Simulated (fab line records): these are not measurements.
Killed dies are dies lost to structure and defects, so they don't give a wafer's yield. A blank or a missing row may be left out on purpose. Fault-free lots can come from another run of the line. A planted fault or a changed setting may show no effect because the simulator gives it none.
Matching of chambers + flow nand_harc + 3 sister chambers for NHARC_A_STAIRCASE_DEP_417 on pecvd-01
The step deposits Si3N4, target thk 60 nm. 18 wafers are shown with their chamber, then 9 later ones without.

== EACH WAFER AND ITS CHAMBER ==
| wafer  | chamber | heater_power_w (W) | susceptor_temp_C (C) |
|--------|---------|--------------------|----------------------|
| L076.2 | 1       | 779                | 399.97               |
| L076.4 | 0       | 751                | 400.08               |
| L076.5 | 2       | 796                | 400.13               |
| L077.2 | 0       | 754                | 400.04               |
| L077.4 | 1       | 751                | 400.32               |
| L077.6 | 2       | 816                | 400.09               |
| L075.3 | 0       | 696                | 399.98               |
| L075.5 | 1       | 750                | 399.65               |
| L075.6 | 2       | 795                | 400.21               |
| L085.2 | 1       | 715                | 400.29               |
| L085.4 | 1       | 737                | 400.23               |
| L085.6 | 2       | 821                | 399.98               |
| L090.2 | 2       | 807                | 399.85               |
| L090.4 | 1       | 761                | 399.71               |
| L090.5 | 2       | 813                | 400.27               |
| L091.3 | 1       | 628                | 399.99               |
| L091.4 | 1       | 649                | 400.18               |
| L091.5 | 0       | 681                | 400.62               |

SIGNATURES (averages over the wafers above)
| reading          | chamber 0 | chamber 1 | chamber 2 | scatter within a chamber |
|------------------|-----------|-----------|-----------|--------------------------|
| heater_power_w   | 720.50    | 721.25    | 808.00    | 41.3                     |
| susceptor_temp_C | 400.1800  | 400.0425  | 400.0883  | 0.238                    |
Rule: for each reading, subtract the chamber's mean from the wafer's reading, divide by that reading's scatter and square the result; add these up over the readings and take the root, which gives the wafer's distance from the chamber. The wafer belongs to the nearest chamber; if the next one is less than 2 further off, it can't be placed. The scatter is the square root of a quotient: the sum, over the shown wafers, of each reading's squared deviation from its chamber's mean, divided by wafers minus chambers.

== WAFERS WITH NO CHAMBER GIVEN ==
| wafer  | heater_power_w (W) | susceptor_temp_C (C) |
|--------|--------------------|----------------------|
| L093.1 | 778                | 400.07               |
| L093.2 | 730                | 399.75               |
| L093.5 | 757                | 399.67               |
| L095.2 | 795                | 399.87               |
| L095.5 | 723                | 399.61               |
| L095.6 | 761                | 399.72               |
| L096.1 | 663                | 399.84               |
| L096.3 | 646                | 399.72               |
| L096.5 | 674                | 399.78               |

== WHICH CHAMBER EACH WENT THROUGH ==
| wafer  | from the rows above          | in truth |
|--------|------------------------------|----------|
| L093.1 | can't be placed: 2 or 1 or 0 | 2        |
| L093.2 | can't be placed: 1 or 0 or 2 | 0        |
| L093.5 | can't be placed: 1 or 2 or 0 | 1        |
| L095.2 | can't be placed: 2 or 1 or 0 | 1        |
| L095.5 | can't be placed: 1 or 0 or 2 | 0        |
| L095.6 | can't be placed: 1 or 2 or 0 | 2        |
| L096.1 | can't be placed: 1 or 0      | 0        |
| L096.3 | can't be placed: 1 or 0 or 2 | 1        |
| L096.5 | can't be placed: 1 or 0 or 2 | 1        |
Placed correctly: 0 of 9. These rows do not allow placing 9 (true chamber among the candidates in 9). 0 placed wrongly.
